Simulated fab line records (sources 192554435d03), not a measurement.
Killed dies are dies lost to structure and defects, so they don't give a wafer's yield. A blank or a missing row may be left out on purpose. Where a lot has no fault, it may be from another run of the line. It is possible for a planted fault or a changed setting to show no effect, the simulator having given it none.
Chamber matching :: flow n5_finfet :: rie_si-04 running N5_BEOL_M0_SAQP_MANDREL2_REMOVE_110: 4 sister chambers
The step chemistry HBr/Cl2/O2, target a-Si, stops on SiCN, bt time 10 s. 18 wafers are shown with their chamber, then 8 later ones without.

EACH WAFER AND ITS CHAMBER
wafer: L075.2
chamber: 1
drypump_motor_current_A (A): 5.2
throttle_valve_pct (%): 36.8
oes_product_au (a.u.): 0.988

wafer: L075.5
chamber: 1
drypump_motor_current_A (A): 5.2
throttle_valve_pct (%): 36.8
oes_product_au (a.u.): 0.977

wafer: L075.6
chamber: 2
drypump_motor_current_A (A): 5.0
throttle_valve_pct (%): 36.4
oes_product_au (a.u.): 1.023

wafer: L078.5
chamber: 3
drypump_motor_current_A (A): 5.7
throttle_valve_pct (%): 36.2
oes_product_au (a.u.): 1.001

wafer: L078.6
chamber: 1
drypump_motor_current_A (A): 5.2
throttle_valve_pct (%): 36.8
oes_product_au (a.u.): 0.979

wafer: L082.2
chamber: 2
drypump_motor_current_A (A): 5.0
throttle_valve_pct (%): 37.1
oes_product_au (a.u.): 0.992

wafer: L082.3
chamber: 1
drypump_motor_current_A (A): 5.2
throttle_valve_pct (%): 36.8
oes_product_au (a.u.): 0.989

wafer: L082.6
chamber: 2
drypump_motor_current_A (A): 5.1
throttle_valve_pct (%): 37.1
oes_product_au (a.u.): 0.988

wafer: L083.3
chamber: 3
drypump_motor_current_A (A): 5.7
throttle_valve_pct (%): 36.2
oes_product_au (a.u.): 1.006

wafer: L083.4
chamber: 0
drypump_motor_current_A (A): 5.7
throttle_valve_pct (%): 36.6
oes_product_au (a.u.): 1.037

wafer: L083.5
chamber: 0
drypump_motor_current_A (A): 5.7
throttle_valve_pct (%): 36.6
oes_product_au (a.u.): 1.038

wafer: L089.2
chamber: 1
drypump_motor_current_A (A): 5.2
throttle_valve_pct (%): 36.8
oes_product_au (a.u.): 0.982

wafer: L089.3
chamber: 2
drypump_motor_current_A (A): 5.0
throttle_valve_pct (%): 37.1
oes_product_au (a.u.): 0.978

wafer: L089.6
chamber: 1
drypump_motor_current_A (A): 5.2
throttle_valve_pct (%): 36.8
oes_product_au (a.u.): 0.980

wafer: L092.2
chamber: 0
drypump_motor_current_A (A): 5.7
throttle_valve_pct (%): 36.6
oes_product_au (a.u.): 1.026

wafer: L092.4
chamber: 3
drypump_motor_current_A (A): 5.7
throttle_valve_pct (%): 36.2
oes_product_au (a.u.): 1.003

wafer: L092.6
chamber: 3
drypump_motor_current_A (A): 5.7
throttle_valve_pct (%): 36.2
oes_product_au (a.u.): 1.003

wafer: L093.1
chamber: 3
drypump_motor_current_A (A): 5.7
throttle_valve_pct (%): 36.2
oes_product_au (a.u.): 1.012

SIGNATURES (means of the wafers above)
reading: drypump_motor_current_A
chamber 0: 5.700
chamber 1: 5.200
chamber 2: 5.025
chamber 3: 5.700
scatter within a chamber: 0.0231

reading: throttle_valve_pct
chamber 0: 36.600
chamber 1: 36.800
chamber 2: 36.925
chamber 3: 36.200
scatter within a chamber: 0.162

reading: oes_product_au
chamber 0: 1.03367
chamber 1: 0.98250
chamber 2: 0.99525
chamber 3: 1.00500
scatter within a chamber: 0.0101
Rule: for a wafer and a chamber, the distance is found by dividing, reading by reading, the gap between the wafer's reading and the chamber's mean by the reading's scatter, squaring, summing and taking the root. If the next closest chamber is less than 2 further off than the closest, the wafer can't be placed; otherwise it belongs to the closest. The scatter: the root of (the sum of the squares of (reading less its chamber's mean) over the shown wafers, divided by (wafers less chambers)).

WAFERS WITH NO CHAMBER GIVEN
wafer: L093.5
drypump_motor_current_A (A): 5.7
throttle_valve_pct (%): 36.2
oes_product_au (a.u.): 1.020

wafer: L093.6
drypump_motor_current_A (A): 5.0
throttle_valve_pct (%): 37.1
oes_product_au (a.u.): 0.987

wafer: L094.2
drypump_motor_current_A (A): 5.7
throttle_valve_pct (%): 36.2
oes_product_au (a.u.): 1.010

wafer: L094.3
drypump_motor_current_A (A): 5.7
throttle_valve_pct (%): 36.6
oes_product_au (a.u.): 1.031

wafer: L094.5
drypump_motor_current_A (A): 5.2
throttle_valve_pct (%): 36.8
oes_product_au (a.u.): 0.973

wafer: L095.1
drypump_motor_current_A (A): 5.7
throttle_valve_pct (%): 36.6
oes_product_au (a.u.): 1.020

wafer: L095.2
drypump_motor_current_A (A): 5.7
throttle_valve_pct (%): 36.1
oes_product_au (a.u.): 1.006

wafer: L095.4
drypump_motor_current_A (A): 5.2
throttle_valve_pct (%): 36.8
oes_product_au (a.u.): 0.974

WHICH CHAMBER EACH WENT THROUGH
wafer: L093.5
from the rows above: can't be placed: 3 or 0
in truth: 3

wafer: L093.6
from the rows above: 2
in truth: 2

wafer: L094.2
from the rows above: 3
in truth: 3

wafer: L094.3
from the rows above: 0
in truth: 0

wafer: L094.5
from the rows above: 1
in truth: 1

wafer: L095.1
from the rows above: can't be placed: 0 or 3
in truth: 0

wafer: L095.2
from the rows above: 3
in truth: 3

wafer: L095.4
from the rows above: 1
in truth: 1
Correctly placed: 6 of 8. Unplaceable from these rows: 2, with the true chamber sitting among the candidates in 2. Wrongly placed: 0.
